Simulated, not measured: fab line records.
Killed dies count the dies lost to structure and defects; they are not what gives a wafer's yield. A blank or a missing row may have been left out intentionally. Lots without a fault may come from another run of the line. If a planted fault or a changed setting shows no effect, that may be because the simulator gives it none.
Comparing a struck lot with a sound one :: flow n5_finfet :: 38 out of 1938 route steps
Sound: these wafers, L923.1, L923.2, L923.6. Wafers struck: L914.1, L914.3, L914.4. The cause is given at the end.
Order at every step that has rows: each side's tool, ch and its chambers, its first start. Under that, the readings that differ: sound wafers :: struck wafers :: difference of the means :: sigmas: that difference in standard deviations of wafers without a fault.
alike: a reading whose means differ by less than 2 such deviations, as well as words and numbers matching on both sides. not compared: withheld readings; readings where some wafer has no value; bounds like >300 that might hide an equal value; numbers whose values overlap and for which the record gives no deviation.
The two part at a step that has a row with sigmas, a row that says differs or no value, or rows on one side only. When numbers do not overlap yet have no deviation, they are printed without sigmas and do not part them. A reading missing from all wafers of one side parts the sides only when that side holds two or more wafers.

first, 9 steps without rows for these wafers: N5_BEOL_M4_ANNEAL_95 (time 240 s); N5_BEOL_M4_SPUTTER_96 (material Cu, target thk 4.5 nm, time 8.29 s); N5_BEOL_M4_ECD_50 (material Cu, target thk 300 nm); N5_BEOL_M4_ANNEAL_51 (time 90 s); N5_BEOL_M4_CMP_52 (polishes, stops on SiOC, t overpolish 6.8 s, target thk 40 nm); N5_BEOL_M4_PRE_CLEAN_60 (time 15 s); N5_BEOL_M4_CO_CAP_55 (material Co, precursor CCTBA/H2, target thk 2 nm, time 102.1 s); N5_BEOL_M4_PRE_CLEAN_56 (time 15 s); N5_BEOL_M4_DEP_57 (deposits SiCN from 3MS/NH3, target thk 8 nm, time 14 s).
N5_BEOL_M4_RC_MEAS_101:
  sound on prober-02 ch 0, day 16 04:23; struck on prober-02 ch 0, day 15 18:53
  alike: DIBL_N, DIBL_P, IOFF_N, IOFF_P, ION_N, ION_P, SS_N, SS_P, VT_N, VT_P
then, 24 steps without rows for these wafers: N5_BEOL_M5_ILD_DEP_00 (deposits SiCOH lowk from DEMS/porogen, target thk 140.64 nm, time 25.9 s); N5_BEOL_M5_CURE_79 (cures SiCOH lowk, time 240 s); N5_BEOL_M5_PECVD_70 (deposits SiO2 from TEOS/O2, target thk 16 nm, time 18 s); N5_BEOL_M5_HM_DEP_02 (deposits TiN, target thk 20 nm); N5_BEOL_M5_COAT_59 (time 60 s, resist thk 60 nm); N5_BEOL_M5_COAT_60 (time 60 s, resist thk 12 nm); N5_BEOL_M5_COAT_71 (time 60 s, resist thk 5 nm); N5_BEOL_M5_COAT_05 (resist thk 30 nm); N5_BEOL_M5_EBR_07; N5_BEOL_M5_SOFTBAKE_06 (time 60 s); N5_BEOL_M5_EXPOSE_08 (exposes mask M5, target cd 28 nm); N5_BEOL_M5_PEB_09 (peb time 60 s); N5_BEOL_M5_DEVELOP_10 (develop time 30 s); N5_BEOL_M5_DESCUM_16 (chemistry O2, time 7 s); N5_BEOL_M5_ETCH_72 (etches underlayer in N2/H2, target depth 6.5 nm, time 5.2 s); N5_BEOL_M5_ETCH_61 (etches SiARC in CF4, target depth 15.6 nm, time 26 s); N5_BEOL_M5_ETCH_62 (etches SOC in N2/H2, target depth 75 nm, overetch 15 nm, time 112.5 s); N5_BEOL_M5_STRIP_63 (strips in N2/H2); N5_BEOL_M5_STRIP_73 (strips in N2/H2); N5_BEOL_M5_STRIP_64 (strips in CF4); N5_BEOL_M5_HM_OPEN_17 (chemistry Cl2/BCl3, target TiN, target depth 20 nm, overetch 6 nm); N5_BEOL_M5_STRIP_19 (strips in O2); N5_BEOL_M5_COAT_65 (time 60 s, resist thk 60 nm); N5_BEOL_M5_COAT_66 (time 60 s, resist thk 12 nm).
-- here the record skips 3 days between the struck wafers' starts before and after, leaving off in module BEOL_M5 and picking up in module BEOL_M13 (first step shown: number 1696 of the route) --
N5_BEOL_M13_TRENCH_ETCH_34: etches SiOC in C4F8/O2/Ar, target depth 413.47 nm, time 162.6 s.
  sound on rie_diel-06 ch 0,1,2, day 19 14:09; struck on rie_diel-06 ch 0,1,2, day 19 00:37
  no value came back on the struck wafers for any of 7 readings (C4F8_flow_sccm (sccm), O2_flow_sccm (sccm) and others); on the sound wafers C4F8_flow_sccm (sccm) reads 15.00 14.98 14.95
reading: model.SiARC_of_BEOL_M13_COAT_66.thk_nm (nm)
sound: 0 0 0
struck: 77.4 77.6 78
difference: +77.7
sigmas: 
  not compared: rf_hours_counter_h
N5_BEOL_M13_OCD_MEAS_35:
  sound: ocd-02 at day 19 14:19; struck: ocd-01 at day 19 00:47
reading: trench_depth_nm (nm)
sound: 409 411 417
struck: 0 0 0
difference: -412
sigmas: -72
N5_BEOL_M13_CMP_49: polishes, stops on SiOC, t overpolish 17.1 s, target thk 420 nm.
  sound on cmp-02 ch 0,2, day 19 21:22; struck on cmp-04 ch 0,2,3, day 19 03:26
reading: model.Cu_of_BEOL_M13_ECD_47.thk_nm (nm)
sound: 414.4 415 422
struck: 1.4 1.4 1.4
difference: -415.7
sigmas: 
  alike: barrier_field_endpoint_s, motor_current_A, overpolish_run_s, retaining_ring_pressure_frac
N5_PASSIVATION_PROBE_49:
  rows exist in the record for the struck wafers here (prober-02, day 20 12:38), but not for the sound ones

## WHERE THEY PART
At N5_BEOL_M13_TRENCH_ETCH_34 first; at N5_PASSIVATION_PROBE_49 last (within this record only).

WHY: whatever the simulator had introduced
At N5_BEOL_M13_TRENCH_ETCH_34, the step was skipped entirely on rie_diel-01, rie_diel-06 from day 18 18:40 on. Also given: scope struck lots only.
